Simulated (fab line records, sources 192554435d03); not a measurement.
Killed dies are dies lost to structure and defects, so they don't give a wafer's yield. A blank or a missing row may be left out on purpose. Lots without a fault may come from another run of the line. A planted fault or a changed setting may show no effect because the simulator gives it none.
Which tool did it? | flow n5_finfet | 24 lots, 72 wafers sampled, at 1 step of a route of 1938

WHAT THE GAUGES READ, wafer by wafer
N5_BEOL_M3_OVL_MEAS_12. Usual: M3_OVL -0.2 nm, standard deviation 0.7.
lot  | measured     | on         | M3_OVL (nm)    | flag
L074 | day 7 05:45  | overlay-02 | 1.7 0.8 1.0    |
L075 | day 7 11:38  | overlay-02 | -0.4 -0.7 -0.4 |
L076 | day 7 13:08  | overlay-02 | -0.1 -1.4 -0.9 |
L077 | day 7 16:57  | overlay-02 | -0.1 0.2 1.4   |
L078 | day 7 18:27  | overlay-01 | -0.5 -0.9 -0.7 |
L079 | day 7 21:40  | overlay-02 | -0.5 -0.7 0.4  |
L080 | day 8 08:16  | overlay-02 | -0.5 0.1 0.0   |
L081 | day 9 00:45  | overlay-01 | -0.1 -0.1 -0.5 |
L082 | day 9 01:08  | overlay-01 | -0.2 -1.7 -1.7 |
L083 | day 9 03:57  | overlay-02 | -0.2 0.4 -0.7  |
L084 | day 9 04:34  | overlay-02 | 0.6 0.8 0.6    |
L085 | day 9 22:05  | overlay-02 | -0.4 0.6 -0.1  |
L086 | day 10 02:14 | overlay-02 | -0.7 -1.4 -0.6 |
L087 | day 10 07:47 | overlay-01 | -0.4 -0.1 -0.8 |
L089 | day 10 13:05 | overlay-01 | -1.5 -1.7 -0.7 |
L088 | day 10 20:05 | overlay-01 | 0.0 1.1 -0.8   |
L090 | day 10 22:23 | overlay-01 | -0.4 -1.1 -0.3 |
L091 | day 11 06:43 | overlay-02 | -0.7 0.2 -0.4  |
L092 | day 11 12:54 | overlay-01 | 0.7 0.8 0.7    |
L093 | day 12 02:02 | overlay-01 | -0.9 0.2 -0.6  |
L094 | day 12 12:25 | overlay-01 | -0.4 1.6 1.1   |
L097 | day 12 22:16 | overlay-01 | -0.3 0.0 -0.6  |
L095 | day 12 23:13 | overlay-02 | -0.8 -0.6 0.1  |
L096 | day 13 04:50 | overlay-02 | 0.4 -0.3 -0.7  |

WHICH TOOL RAN EACH LOT (tool, then ch and the chambers of the sampled wafers, then the start)
The record holds no process step before these readings.

WHAT THE TOOLS THEMSELVES READ (means of the sampled wafers that have a number; where no wafer has one, the mark that the record gives instead)
The record holds no such reading with a usual standard deviation.

THE ANSWER, worked out from the rows above alone
Rule: a lot is off if the mean of its wafers that have a number lies more than 3 standard deviations from the usual mean. A lot without any number at a reading at which 4 lots or more have one is off too. The other lots that the step has rows for count as sound. The gauges are gone through in route order, then the tools' own readings, and for those a lot's mean is taken as printed above. The first step at which some lot is off is used, and at that step the reading that is off furthest; a lot without a number counts as furthest.
No lot is off at any reading shown: from this, nothing can be told.

WHAT THE SIMULATOR HAD PUT IN
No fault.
